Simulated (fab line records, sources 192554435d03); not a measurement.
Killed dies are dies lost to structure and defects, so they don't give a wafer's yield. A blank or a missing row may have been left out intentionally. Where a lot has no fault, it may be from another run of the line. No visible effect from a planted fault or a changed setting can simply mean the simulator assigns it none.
Chamber matching / flow n5-finfet / N5_GATE_CUT_HM_OPEN_40 on rie-diel-02: 4 sister chambers
The step chemistry C4F6/O2, target SiO2, target depth 139 nm, time 85.1 s. 14 wafers are shown with their chamber, then 7 later ones without.

## WAFERS PAIRED WITH THEIR CHAMBERS
wafer=L074.1; chamber=0; showerhead-plenum-p-Torr (Torr)=2.95; rf-vpp-V (V)=671; throttle-valve-pct (%)=20.98
wafer=L074.2; chamber=2; showerhead-plenum-p-Torr (Torr)=2.87; rf-vpp-V (V)=663; throttle-valve-pct (%)=21.00
wafer=L074.3; chamber=3; showerhead-plenum-p-Torr (Torr)=2.89; rf-vpp-V (V)=676; throttle-valve-pct (%)=20.72
wafer=L074.4; chamber=1; showerhead-plenum-p-Torr (Torr)=2.75; rf-vpp-V (V)=652; throttle-valve-pct (%)=21.22
wafer=L074.5; chamber=0; showerhead-plenum-p-Torr (Torr)=2.95; rf-vpp-V (V)=672; throttle-valve-pct (%)=20.99
wafer=L074.6; chamber=1; showerhead-plenum-p-Torr (Torr)=2.75; rf-vpp-V (V)=652; throttle-valve-pct (%)=21.23
wafer=L080.3; chamber=1; showerhead-plenum-p-Torr (Torr)=2.75; rf-vpp-V (V)=650; throttle-valve-pct (%)=21.23
wafer=L080.4; chamber=0; showerhead-plenum-p-Torr (Torr)=2.94; rf-vpp-V (V)=670; throttle-valve-pct (%)=21.02
wafer=L080.5; chamber=2; showerhead-plenum-p-Torr (Torr)=2.87; rf-vpp-V (V)=662; throttle-valve-pct (%)=21.00
wafer=L088.1; chamber=1; showerhead-plenum-p-Torr (Torr)=2.74; rf-vpp-V (V)=651; throttle-valve-pct (%)=21.27
wafer=L088.2; chamber=2; showerhead-plenum-p-Torr (Torr)=2.86; rf-vpp-V (V)=661; throttle-valve-pct (%)=21.03
wafer=L088.5; chamber=1; showerhead-plenum-p-Torr (Torr)=2.74; rf-vpp-V (V)=651; throttle-valve-pct (%)=21.26
wafer=L089.1; chamber=2; showerhead-plenum-p-Torr (Torr)=2.86; rf-vpp-V (V)=662; throttle-valve-pct (%)=21.03
wafer=L089.4; chamber=0; showerhead-plenum-p-Torr (Torr)=2.94; rf-vpp-V (V)=672; throttle-valve-pct (%)=20.68

SIGNATURES (averages over the wafers above)
reading=showerhead-plenum-p-Torr; chamber 0=2.9450; chamber 1=2.7460; chamber 2=2.8650; chamber 3=2.8900; scatter within a chamber=0.00566
reading=rf-vpp-V; chamber 0=671.25; chamber 1=651.20; chamber 2=662.00; chamber 3=676.00; scatter within a chamber=0.869
reading=throttle-valve-pct; chamber 0=20.9175; chamber 1=21.2420; chamber 2=21.0150; chamber 3=20.7200; scatter within a chamber=0.0888
Rule: for a wafer and a chamber, the distance is found by dividing, reading by reading, the gap between the wafer's reading and the chamber's mean by the reading's scatter, squaring, summing and taking the root. The wafer belongs to the nearest chamber; if the next one is less than 2 further off, it can't be placed. How the scatter is found: for the shown wafers, subtract from each reading the mean of its chamber, square and add these, divide the total by (wafers less chambers), then take the root.

## WAFERS MISSING THEIR CHAMBER
wafer=L089.6; showerhead-plenum-p-Torr (Torr)=2.88; rf-vpp-V (V)=676; throttle-valve-pct (%)=20.78
wafer=L090.1; showerhead-plenum-p-Torr (Torr)=2.74; rf-vpp-V (V)=651; throttle-valve-pct (%)=21.27
wafer=L090.2; showerhead-plenum-p-Torr (Torr)=2.93; rf-vpp-V (V)=671; throttle-valve-pct (%)=20.69
wafer=L090.3; showerhead-plenum-p-Torr (Torr)=2.86; rf-vpp-V (V)=662; throttle-valve-pct (%)=21.05
wafer=L094.1; showerhead-plenum-p-Torr (Torr)=2.87; rf-vpp-V (V)=675; throttle-valve-pct (%)=20.80
wafer=L094.2; showerhead-plenum-p-Torr (Torr)=2.74; rf-vpp-V (V)=650; throttle-valve-pct (%)=21.27
wafer=L094.5; showerhead-plenum-p-Torr (Torr)=2.93; rf-vpp-V (V)=672; throttle-valve-pct (%)=20.69

## THE CHAMBER EACH PASSED THROUGH
wafer=L089.6; from the rows above=3; in truth=3
wafer=L090.1; from the rows above=1; in truth=1
wafer=L090.2; from the rows above=0; in truth=0
wafer=L090.3; from the rows above=2; in truth=2
wafer=L094.1; from the rows above=3; in truth=3
wafer=L094.2; from the rows above=1; in truth=1
wafer=L094.5; from the rows above=0; in truth=0
Correct placement for 7 of the 7. Can't be placed from these rows: 0. 0 placed wrongly.
